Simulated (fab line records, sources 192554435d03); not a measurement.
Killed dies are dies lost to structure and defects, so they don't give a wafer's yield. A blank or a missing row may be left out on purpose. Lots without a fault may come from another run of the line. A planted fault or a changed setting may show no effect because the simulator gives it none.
One fault seen from 3 desks | flow n5_finfet | each desk has only its own numbers; what lay behind them comes last

THE METROLOGY DESK
What the gauges read, lot by lot, whatever tool the lot ran on: means of the sampled wafers that have a number. A lot is out of limits, marked OUT, if its mean lies more than 4 standard deviations from the usual mean; the brackets give that distance.
Columns: A = cd_nm at N5_BEOL_M11_CD_MEAS_11, usual 63.9 nm; B = M11_OVL at N5_BEOL_M11_OVL_MEAS_12, usual -0.8 nm
lot  | first seen here | A    | B
L727 | day 10 21:47    | 63.4 | -0.2
L733 | day 12 17:17    | 64.5 | -1.3
L740 | day 14 13:05    | 64.2 | -1.6
L742 | day 14 21:26    | 63.7 | -1.5
L745 | day 15 15:47    | 63.5 | -0.5
L748 | day 16 06:20    | 64.2 | -0.5
This desk's finding: nothing out of limits on any of the 6 lots.

THE TOOL OWNER'S DESK: rie_diel-05
The tool's own readings at N5_BEOL_M11_ETCH_62 (etches SOC in N2/H2, target depth 110 nm, overetch 22 nm, time 165 s): means of the sampled wafers that have a number, for each lot that ran on this tool. A lot is out of limits, marked OUT, if its mean lies more than 4 standard deviations from the usual mean; the brackets give that distance.
Columns: A = drypump_motor_current_A at N5_BEOL_M11_ETCH_62, usual 5.7 A; B = oes_product_au at N5_BEOL_M11_ETCH_62, usual 0.63 a.u.; C = rf_vpp_V at N5_BEOL_M11_ETCH_62, usual 523.0 V; D = showerhead_plenum_p_Torr at N5_BEOL_M11_ETCH_62, usual 2.51 Torr; E = throttle_valve_pct at N5_BEOL_M11_ETCH_62, usual 18.00 %
lot  | first seen here | A   | B    | C     | D    | E
L727 | day 10 22:04    | 5.6 | 0.63 | 522.1 | 2.47 | 18.03
L740 | day 14 13:15    | 5.2 | 0.58 | 521.5 | 2.46 | 17.89
L742 | day 14 21:36    | 5.5 | 0.58 | 523.6 | 2.51 | 18.04
This desk's finding: nothing out of limits on any of the 3 lots.

THE DEFECT DESK
What the inspections along the route counted, lot by lot: means of the sampled wafers that have a number. A lot is out of limits, marked OUT, if its mean lies more than 4 standard deviations from the usual mean; the brackets give that distance.
Columns: A = raw_defect_count at N5_BEOL_M11_INSPECT_13, usual 418
lot  | first seen here | A
L727 | day 10 21:50    | 268
L733 | day 12 17:20    | 505
L740 | day 14 13:08    | 378
L742 | day 14 21:29    | 506
L745 | day 15 15:50    | 417
L748 | day 16 06:23    | 363
This desk's finding: nothing out of limits on any of the 6 lots.

PUT TOGETHER
The metrology desk saw nothing out of limits.
The tool owner's desk saw nothing out of limits.
The defect desk saw nothing out of limits.

WHAT THE SIMULATOR HAD PUT IN
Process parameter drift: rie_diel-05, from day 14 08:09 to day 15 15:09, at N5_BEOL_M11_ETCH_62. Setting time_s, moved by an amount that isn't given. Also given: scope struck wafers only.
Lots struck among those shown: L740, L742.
